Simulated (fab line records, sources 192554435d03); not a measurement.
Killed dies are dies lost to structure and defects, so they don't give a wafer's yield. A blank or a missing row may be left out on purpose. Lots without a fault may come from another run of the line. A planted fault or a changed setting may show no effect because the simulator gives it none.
Split-lot experiment | flow n5_finfet | 7 lots, 21 wafers read, on a route of 1938 steps

THE SPLIT
At N5_BEOL_M0_SAQP_PECVD_04 (deposits a-Si from SiH4/He, target thk 60 nm, time 60.2 s), the setting time_s was moved away from the recipe's 60.2 s on 5 of the 21 wafers read, by -7.7% to +14.1%. The other wafers ran this setting at the recipe's value.

FROM THE SPLIT TO THE READING: what the file shows between them, 5 steps
- N5_BEOL_M0_SAQP_THK_MEAS_05
- N5_BEOL_M0_SAQP_HM_DEP_111: deposits SiO2 from SiH4/N2O, target thk 12 nm, time 7.2 s
- N5_BEOL_M0_SAQP_COAT_81: time 60 s, resist thk 100 nm
- N5_BEOL_M0_SAQP_HM_OPEN_112: chemistry CHF3/O2, target SiO2, stops on a-Si, target depth 12 nm, time 13.5 s
- N5_BEOL_M0_SAQP_STRIP_113: strips in CHF3/O2

THE READING
oes_product_au, in a.u., at N5_BEOL_M0_SAQP_MANDREL_ETCH_20 (etches a-Si in HBr/Cl2, stops on SiNx, target depth 60 nm, bt time 10 s, time 30 s). Fault-free wafers of this fab line usually give 0.771 a.u., standard deviation 0.013 a.u..

wafer  | tool, chamber at the split | time_s as run, s | against the recipe | oes_product_au, a.u. | against lot-mates on the recipe
L077.3 | pecvd-01, 2                | 68.68            | +14.1%             | 0.840                | +0.068
L077.5 | pecvd-01, 0                | 60.2             | recipe             | 0.777                | -
L077.6 | pecvd-01, 2                | 60.2             | recipe             | 0.768                | -
L078.1 | pecvd-04, 1                | 60.2             | recipe             | 0.773                | -
L078.2 | pecvd-04, 0                | 60.2             | recipe             | 0.778                | -
L078.3 | pecvd-04, 2                | 60.2             | recipe             | 0.755                | -
L083.4 | pecvd-02, 2                | 66.21            | +10.0%             | 0.828                | +0.076
L083.5 | pecvd-02, 1                | 60.2             | recipe             | 0.752                | -
L083.6 | pecvd-02, 2                | 66.21            | +10.0%             | 0.828                | +0.076
L086.1 | pecvd-02, 0                | 60.2             | recipe             | 0.776                | -
L086.4 | pecvd-02, 2                | 60.2             | recipe             | 0.772                | -
L086.5 | pecvd-02, 1                | 60.2             | recipe             | 0.787                | -
L087.1 | pecvd-02, 1                | 55.55            | -7.7%              | 0.735                | -0.019
L087.4 | pecvd-02, 2                | 60.2             | recipe             | 0.754                | -
L087.6 | pecvd-02, 1                | 55.55            | -7.7%              | 0.738                | -0.016
L088.2 | pecvd-04, 1                | 60.2             | recipe             | 0.769                | -
L088.3 | pecvd-04, 0                | 60.2             | recipe             | 0.773                | -
L088.5 | pecvd-04, 1                | 60.2             | recipe             | 0.782                | -
L092.2 | pecvd-04, 2                | 60.2             | recipe             | 0.746                | -
L092.3 | pecvd-04, 0                | 60.2             | recipe             | 0.765                | -
L092.5 | pecvd-04, 0                | 60.2             | recipe             | 0.766                | -

THE FIT
A straight line over all 21 wafers: oes_product_au changes by +0.00515 a.u. for each +1% of time_s; r = +0.93; the points scatter about the line by 0.011 a.u..
The same after taking each lot's own level away (the mean of its wafers on the recipe; 21 wafers): +0.00514 a.u. for each +1%; r = +0.91; scatter 0.012 a.u..
On that fit, the largest move of time_s shifts the reading by 0.072 a.u..
The lots' own levels span 0.7520 to 0.7783 a.u., that is 2.0 times the standard deviation above.
So the lot-to-lot level changes the slope little: the two slopes agree.
Check: with one of the wafers moved furthest among these (+14.1%) left out of the fit, the line predicts +0.0827 a.u. for it against its lot-mates. It came out at +0.0675 a.u. against them.

THE WHOLE CHAIN: every reading that the file lists as answering this split, in the file's order
step                                | what it does                                                                       | reading                                                                               | change (the file's fit)                   | r (the file's)
N5_BEOL_M0_SAQP_PECVD_04            | deposits a-Si from SiH4/He, target thk 60 nm, time 60.2 s                          | a-Si_of_BEOL_M0_SAQP_PECVD_04.thk_nm (the simulator's own value, which no gauge read) | +0.626 nm for each +1% of the setting     | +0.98
N5_BEOL_M0_SAQP_THK_MEAS_05         |                                                                                    | thk_nm                                                                                | withheld for each +1% of the setting      | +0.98
N5_BEOL_M0_SAQP_MANDREL_ETCH_20     | etches a-Si in HBr/Cl2, stops on SiNx, target depth 60 nm, bt time 10 s, time 30 s | oes_product_au                                                                        | +0.00514 a.u. for each +1% of the setting | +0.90
N5_BEOL_M0_SAQP_MANDREL_ETCH_20     | etches a-Si in HBr/Cl2, stops on SiNx, target depth 60 nm, bt time 10 s, time 30 s | etch.depth_nm (the simulator's own value, which no gauge read)                        | +0.623 nm for each +1% of the setting     | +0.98
N5_BEOL_M0_SAQP_SPACER1_ETCHBACK_99 | etches SiO2 in CHF3/O2, target depth 15.4 nm, time 7.7 s                           | a-Si_of_BEOL_M0_SAQP_PECVD_04.thk_nm (the simulator's own value, which no gauge read) | +0.623 nm for each +1% of the setting     | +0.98

THE FILE'S OWN FIT
oes_product_au changes by +0.00514 a.u. for each +1% of time_s, r = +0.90.
